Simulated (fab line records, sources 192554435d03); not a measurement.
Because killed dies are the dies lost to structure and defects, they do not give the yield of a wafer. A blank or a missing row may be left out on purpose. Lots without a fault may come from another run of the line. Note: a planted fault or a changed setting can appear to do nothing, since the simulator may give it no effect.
Split-lot study -- flow n5_finfet -- 7 lots, 39 wafers read, on a route of 1938 steps

== ON THE SPLIT ==
At N5_BEOL_M12_ILD_DEP_00 (deposits SiOC from DEMS/O2, target thk 658.92 nm, time 130.7 s), the setting time_s was moved away from the recipe's 130.7 s on 12 of the 39 wafers read, by -47.9% to +42.2%. This setting was run at the recipe's value on the other wafers.

== FROM THE SPLIT TO THE READING: what the file shows between them, 6 steps ==
- N5_BEOL_M12_THK_MEAS_01
- N5_BEOL_M12_COAT_58: time 60 s, resist thk 89 nm
- N5_BEOL_M12_COAT_04: resist thk 400 nm
- N5_BEOL_M12_DESCUM_15: chemistry O2, time 7.9 s
- N5_BEOL_M12_ETCH_59: etches BARC in N2/H2, target depth 89 nm, overetch 26.7 nm, time 67.9 s
- N5_BEOL_M12_VIA_ETCH_16: etches SiOC in C4F8/O2/Ar, target depth 724.8 nm

== THE READING ==
oes_product_au, in a.u., at N5_BEOL_M12_STRIP_63 (strips in N2/H2). A value of 0.692 a.u. with a standard deviation of 0.0048 a.u. is what fault-free wafers of this fab line usually give.

wafer,"tool, chamber at the split","time_s as run, s",against the recipe,"oes_product_au, a.u.",against lot-mates on the recipe
L076.1,"pecvd-04, 2",130.7,recipe,0.686,-
L076.2,"pecvd-04, 0",130.7,recipe,0.689,-
L076.3,"pecvd-04, 1",130.7,recipe,0.684,-
L076.4,"pecvd-04, 2",130.7,recipe,0.697,-
L076.5,"pecvd-04, 1",130.7,recipe,0.690,-
L076.6,"pecvd-04, 0",130.7,recipe,0.686,-
L081.1,"pecvd-04, 1",185.8,+42.2%,0.648,-0.044
L081.2,"pecvd-04, 0",130.7,recipe,0.695,-
L081.3,"pecvd-04, 2",130.7,recipe,0.693,-
L081.4,"pecvd-04, 1",130.7,recipe,0.688,-
L081.5,"pecvd-04, 0",185.8,+42.2%,0.654,-0.038
L081.6,"pecvd-04, 2",185.8,+42.2%,0.647,-0.045
L078.2,"pecvd-04, 2",130.7,recipe,0.688,-
L078.4,"pecvd-04, 2",130.7,recipe,0.692,-
L078.6,"pecvd-04, 0",130.7,recipe,0.691,-
L084.1,"pecvd-01, 2",130.7,recipe,0.688,-
L084.2,"pecvd-01, 0",130.7,recipe,0.698,-
L084.3,"pecvd-01, 1",130.7,recipe,0.695,-
L084.4,"pecvd-01, 2",81.7,-37.5%,0.756,+0.062
L084.5,"pecvd-01, 0",81.7,-37.5%,0.765,+0.071
L084.6,"pecvd-01, 1",81.7,-37.5%,0.747,+0.053
L087.1,"pecvd-04, 1",130.7,recipe,0.701,-
L087.2,"pecvd-04, 0",130.7,recipe,0.688,-
L087.3,"pecvd-04, 2",130.7,recipe,0.688,-
L087.4,"pecvd-04, 0",130.7,recipe,0.693,-
L087.5,"pecvd-04, 2",130.7,recipe,0.697,-
L087.6,"pecvd-04, 1",130.7,recipe,0.696,-
L090.1,"pecvd-01, 2",130.7,recipe,0.692,-
L090.2,"pecvd-01, 0",68.1,-47.9%,0.819,+0.128
L090.3,"pecvd-01, 2",68.1,-47.9%,0.813,+0.122
L090.4,"pecvd-01, 0",130.7,recipe,0.687,-
L090.5,"pecvd-01, 2",68.1,-47.9%,0.828,+0.137
L090.6,"pecvd-01, 0",130.7,recipe,0.695,-
L096.1,"pecvd-02, 1",83.72,-35.9%,0.742,+0.048
L096.2,"pecvd-02, 2",130.7,recipe,0.689,-
L096.3,"pecvd-02, 0",83.72,-35.9%,0.757,+0.063
L096.4,"pecvd-02, 1",130.7,recipe,0.695,-
L096.5,"pecvd-02, 0",83.72,-35.9%,0.733,+0.039
L096.6,"pecvd-02, 2",130.7,recipe,0.698,-

THE FIT
A straight line over all 39 wafers: oes_product_au changes by -0.00174 a.u. for each +1% of time_s; r = -0.93; the points scatter about the line by 0.016 a.u.
The same after taking each lot's own level away (the mean of its wafers on the recipe; 39 wafers): -0.00173 a.u. for each +1%; r = -0.92; scatter 0.016 a.u.
That fit puts the effect of the largest move of time_s on the reading at 0.083 a.u.
Measured against the standard deviation above, the lots' own levels, which go from 0.6887 to 0.6940 a.u., span 1.1 times it.
Consequently the slope shifts little with the lot-to-lot level, the two slopes agreeing.
Check: with one of the wafers moved furthest among these (-47.9%) left out of the fit, the line predicts +0.0822 a.u. for it against its lot-mates. Against them it came out at +0.128 a.u.

== FURTHER SPLITS ON THESE WAFERS ==
Before the reading, these wafers also passed through other splits. Each is held against what the fit with the lots' levels taken away leaves over:
other split on the same wafers,wafers away from the commonest value,r with oes_product_au (lot level and that fit taken away)
N5_BEOL_M9_ILD_DEP_00 time_s,12,+0.16
N5_BEOL_M9_TRENCH_ETCH_37 target_depth_a,12,+0.10

== THE WHOLE CHAIN: every reading that the file lists as answering this split, in the file's order ==
step,what it does,reading,change (the file's fit),r (the file's)
N5_BEOL_M12_ILD_DEP_00,"deposits SiOC from DEMS/O2, target thk 658.92 nm, time 130.7 s","SiOC_of_BEOL_M12_ILD_DEP_00.thk_nm (the simulator's own value, which no gauge read)",+6.58 nm for each +1% of the setting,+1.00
N5_BEOL_M12_THK_MEAS_01,,M12_ILD_THK,+6.58 for each +1% of the setting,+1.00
N5_BEOL_M12_VIA_ETCH_16,"etches SiOC in C4F8/O2/Ar, target depth 724.8 nm","etch.depth_nm (the simulator's own value, which no gauge read)",+6.58 nm for each +1% of the setting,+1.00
N5_BEOL_M12_VIA_ETCH_16,"etches SiOC in C4F8/O2/Ar, target depth 724.8 nm","coat_of_BEOL_M12_COAT_04.thk_nm (the simulator's own value, which no gauge read)",-1.95 nm for each +1% of the setting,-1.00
N5_BEOL_M12_STRIP_63,strips in N2/H2,oes_product_au,-0.00178 a.u. for each +1% of the setting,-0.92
N5_BEOL_M12_STRIP_63,strips in N2/H2,strip_time_to_endpoint_s,withheld for each +1% of the setting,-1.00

== THE FILE'S OWN FIT ==
oes_product_au changes by -0.00178 a.u. for each +1% of time_s, r = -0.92.
